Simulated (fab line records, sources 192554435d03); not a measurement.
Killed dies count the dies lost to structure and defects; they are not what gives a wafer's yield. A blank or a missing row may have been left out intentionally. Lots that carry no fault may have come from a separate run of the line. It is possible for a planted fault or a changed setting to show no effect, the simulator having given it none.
Chamber matching + flow n5-finfet + 4 sister chambers for N5_HKMG_FIN_ALD_71 on ald-metal-01
The step deposits TiN, target thk 1 nm, pulse time 1 s, purge time 3 s. 16 wafers are shown with their chamber, then 8 later ones without.

== WAFERS WITH THEIR CHAMBER ==
| wafer  | chamber | heater-power-w (W) | heater-power-outer-w (W) | precursor-pulse-height-rel |
|--------|---------|--------------------|--------------------------|----------------------------|
| L074.2 | 1       | 837                | 505                      | 0.979                      |
| L074.3 | 0       | 934                | 537                      | 0.998                      |
| L074.6 | 1       | 832                | 510                      | 1.016                      |
| L079.2 | 0       | 945                | 542                      | 1.013                      |
| L079.3 | 1       | 826                | 500                      | 0.993                      |
| L079.6 | 0       | 933                | 548                      | 1.054                      |
| L083.1 | 0       | 935                | 554                      | 0.977                      |
| L083.2 | 3       | 628                | 410                      | 1.004                      |
| L083.6 | 3       | 619                | 393                      | 0.985                      |
| L084.1 | 1       | 824                | 493                      | 0.970                      |
| L084.4 | 2       | 848                | 508                      | 1.003                      |
| L084.5 | 1       | 834                | 514                      | 0.998                      |
| L087.2 | 1       | 821                | 511                      | 0.979                      |
| L087.3 | 0       | 948                | 538                      | 0.991                      |
| L087.5 | 1       | 838                | 501                      | 0.968                      |
| L091.1 | 1       | 849                | 503                      | 1.038                      |

SIGNATURES, as means of the wafers listed above
| reading                    | chamber 0 | chamber 1 | chamber 2 | chamber 3 | scatter within a chamber |
|----------------------------|-----------|-----------|-----------|-----------|--------------------------|
| heater-power-w             | 939.00    | 832.62    | 848.00    | 623.50    | 8.2                      |
| heater-power-outer-w       | 543.80    | 504.62    | 508.00    | 401.50    | 7.52                     |
| precursor-pulse-height-rel | 1.00660   | 0.99262   | 1.00300   | 0.99450   | 0.0255                   |
Rule: a wafer lies at a distance from a chamber equal to the root of the sum of squares, over the readings, of (its reading less the chamber's mean, divided by the reading's scatter). The wafer belongs to the nearest chamber; if the next one is less than 2 further off, it can't be placed. How the scatter is found: for the shown wafers, subtract from each reading the mean of its chamber, square and add these, divide the total by (wafers less chambers), then take the root.

== WAFERS WITHOUT THEIR CHAMBER ==
| wafer  | heater-power-w (W) | heater-power-outer-w (W) | precursor-pulse-height-rel |
|--------|--------------------|--------------------------|----------------------------|
| L091.2 | 646                | 412                      | 1.007                      |
| L091.4 | 956                | 553                      | 0.999                      |
| L096.1 | 865                | 521                      | 1.002                      |
| L096.3 | 920                | 549                      | 1.030                      |
| L096.4 | 637                | 397                      | 1.007                      |
| L097.3 | 625                | 396                      | 0.980                      |
| L097.5 | 840                | 503                      | 1.019                      |
| L097.6 | 879                | 514                      | 0.992                      |

== THE CHAMBER EACH PASSED THROUGH ==
| wafer  | from the rows above     | in truth |
|--------|-------------------------|----------|
| L091.2 | 3                       | 3        |
| L091.4 | 0                       | 0        |
| L096.1 | can't be placed: 2 or 1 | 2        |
| L096.3 | 0                       | 0        |
| L096.4 | 3                       | 3        |
| L097.3 | 3                       | 3        |
| L097.5 | can't be placed: 2 or 1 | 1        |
| L097.6 | can't be placed: 2 or 1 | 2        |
Correct placement for 5 of the 8. Unplaceable from these rows: 3, with the true chamber sitting among the candidates in 3. Wrongly placed: 0.
